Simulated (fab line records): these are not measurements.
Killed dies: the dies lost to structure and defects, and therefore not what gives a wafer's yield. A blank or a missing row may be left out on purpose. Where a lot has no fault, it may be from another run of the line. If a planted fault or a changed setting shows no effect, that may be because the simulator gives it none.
Struck lot and sound lot, side by side    flow n5Finfet    19 steps out of a route of 1938
Sound: the wafers L899.1, L899.4, L899.5. Struck: wafer L902.4 (left out: L902.1, L902.5 of the same lot, which were not struck); the cause appears at the end.
Order at every step that has rows: each side's tool, ch and its chambers, its first start. Under that, the readings that differ: sound wafers    struck wafers    difference of the means    sigmas: that difference in standard deviations of wafers without a fault.
alike: same words and numbers on both sides, and readings whose means sit less than 2 such deviations apart. not compared: any withheld reading, any reading some wafer has no value for, any bound like >300 that may hide the same value, and any number with overlapping values for which the record gives no deviation.
Wherever a step has rows on one side only, a row that says differs or no value, or a row with sigmas, the two part there. When numbers do not overlap yet have no deviation, they are printed without sigmas and do not part them. A reading that every wafer of one side lacks parts them only if that side has two wafers or more.

N5_BEOL_M0_SAQP_INSPECT_16: inspects for defects (brightfield).
  struck on defectInspect-01, day 7 16:07; sound on defectInspect-01, day 7 06:04
  alike: rawDefectCount
then, 1 step without rows for these wafers: N5_BEOL_M0_SAQP_DESCUM_19 (chemistry O2, time 7.9 s).
N5_BEOL_M0_SAQP_ETCH_83: etches SiARC in CF4, target depth 39 nm, time 65 s.
  sound on rieDiel-06 ch 0,2,3, day 7 06:08; struck on rieDiel-05 ch 2, day 7 16:18
  alike: drypumpMotorCurrentA, etchRfOnTimeS, oesProductAu, rfVppV, showerheadPlenumPTorr, throttleValvePct
  not compared: rfHoursCounterH
N5_BEOL_M0_SAQP_ETCH_84: etches SOC in N2/H2, target depth 100 nm, overetch 20 nm, time 150 s.
  sound on rieDiel-06 ch 0,2,3, day 7 06:11; struck on rieDiel-05 ch 2, day 7 16:21
  alike: drypumpMotorCurrentA, oesProductAu, rfVppV, showerheadPlenumPTorr, throttleValvePct
  not compared: rfHoursCounterH
then, 3 steps without rows for these wafers: N5_BEOL_M0_SAQP_STRIP_80 (strips in N2/H2); N5_BEOL_M0_SAQP_HM_OPEN_112 (chemistry CHF3/O2, target SiO2, stops on a-Si, target depth 12 nm, time 13.5 s); N5_BEOL_M0_SAQP_STRIP_113 (strips in CHF3/O2).
N5_BEOL_M0_SAQP_MANDREL_ETCH_20: etches a-Si in HBr/Cl2, stops on SiNx, target depth 60 nm, bt time 10 s, time 30 s.
  sound on rieSi-04 ch 2,3, day 7 06:22; struck on rieSi-05 ch 1, day 7 16:32
  alike: drypumpMotorCurrentA, oesProductAu, throttleValvePct
  not compared: rfHoursCounterH
then, 3 steps without rows for these wafers: N5_BEOL_M0_SAQP_STRIP_86 (strips in N2/H2); N5_BEOL_M0_SAQP_STRIP_115 (strips in post etch residue remover, time 60 s); N5_BEOL_M0_SAQP_SRD_93 (time 30 s).
N5_BEOL_M0_SAQP_RECESS_114: chemistry HF/NH3, target SiO2, target depth 14.4 nm, afs cycles 3, sublimation time 60 s.
  sound on vaporEtch-02 ch 0,1, day 7 06:36; struck on vaporEtch-02 ch 1, day 7 16:58
  alike: drypumpMotorCurrentA
N5_BEOL_M0_SAQP_SPACER1_ALD_98: deposits SiO2, target thk 12.8 nm, pulse time 1 s, purge time 2 s.
  sound on aldSin-02 ch 0,1, day 7 06:59; struck on aldSin-02 ch 3, day 7 17:52
reading                                               sound           struck  difference  sigmas
aldCycles                                             138 138 138     127     -11         
heaterPowerW (W)                                      502 488 491     366     -128        -3
model.SiO2_of_BEOL_M0_SAQP_SPACER1_ALD_98.thkNm (nm)  12.8 12.8 12.8  11.6    -1.2        
  alike: precursorPulseHeightRel
then, 1 step without rows for these wafers: N5_BEOL_M0_SAQP_SPACER1_ETCHBACK_99 (etches SiO2 in CHF3/O2, target depth 15.4 nm, time 7.7 s).
N5_BEOL_M0_SAQP_MANDREL1_REMOVE_100: chemistry HBr/Cl2/O2, target a-Si, stops on SiNx, bt time 10 s.
  sound on rieSi-05 ch 1,3, day 7 07:33; struck on rieSi-04 ch 1, day 7 18:39
reading                                               sound           struck  difference  sigmas
drypumpMotorCurrentA (A)                              5.7 5.7 5.7     6.5     +0.8        +2
model.SiO2_of_BEOL_M0_SAQP_SPACER1_ALD_98.thkNm (nm)  7.4 7.4 7.4     6.4     -1.0        
model.BEOL_M0_SAQP.cdNm (nm)                          12.8 12.8 12.8  11.8    -1.0        
  alike: oesProductAu, throttleValvePct
  not compared: rfHoursCounterH
N5_BEOL_M0_SAQP_CD_MEAS_25: the cd target is 13.1 nm.
  sound on cdSem-03 ch 0, day 7 07:40; struck on cdSem-01 ch 0, day 7 18:46
reading    sound              struck  difference  sigmas
cdNm (nm)  12.49 12.92 12.55  11.97   -0.68       -3
N5_BEOL_M0_SAQP_ETCH_101: etches SiNx in CH3F/O2, target depth 29.9 nm, time 42.7 s.
  sound on rieDiel-06 ch 0,2, day 7 07:42; struck on rieDiel-05 ch 0, day 7 19:08
reading                   sound        struck  difference  sigmas
drypumpMotorCurrentA (A)  5.8 5.4 5.8  4.9     -0.8        -2
  alike: oes_f_703_au, oesProductAu, rfVppV, showerheadPlenumPTorr, throttleValvePct
  not compared: rfHoursCounterH
-- record jumps: 3 days separate the struck wafers' starts on either side; left off in module BEOL_M0_SAQP, taken up again in module BEOL_M4, whose first shown step is the route's number 1111 --
N5_BEOL_M4_RC_MEAS_101:
  sound on prober-02 ch 0, day 10 00:08; struck on prober-01 ch 0, day 10 08:43
  alike: DIBL_N, DIBL_P, IOFF_N, IOFF_P, ION_N, ION_P, SS_N, SS_P, VT_N, VT_P
-- the record jumps here: 4 days lie between the struck wafers' starts before and after (it left off in module BEOL_M4 and takes up again in module PASSIVATION, whose first step shown is number 1936 of the route) --
N5_PASSIVATION_PROBE_49:
  only the struck wafers here have rows in the record (prober-01, day 14 16:25); the sound ones have none

== WHERE THEY PART ==
Last at N5_PASSIVATION_PROBE_49 as far as this record goes, first at N5_BEOL_M0_SAQP_SPACER1_ALD_98.

WHY: what had been put in by the simulator
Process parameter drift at N5_BEOL_M0_SAQP_SPACER1_ALD_98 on aldSin-02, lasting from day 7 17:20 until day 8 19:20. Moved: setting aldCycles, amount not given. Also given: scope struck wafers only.
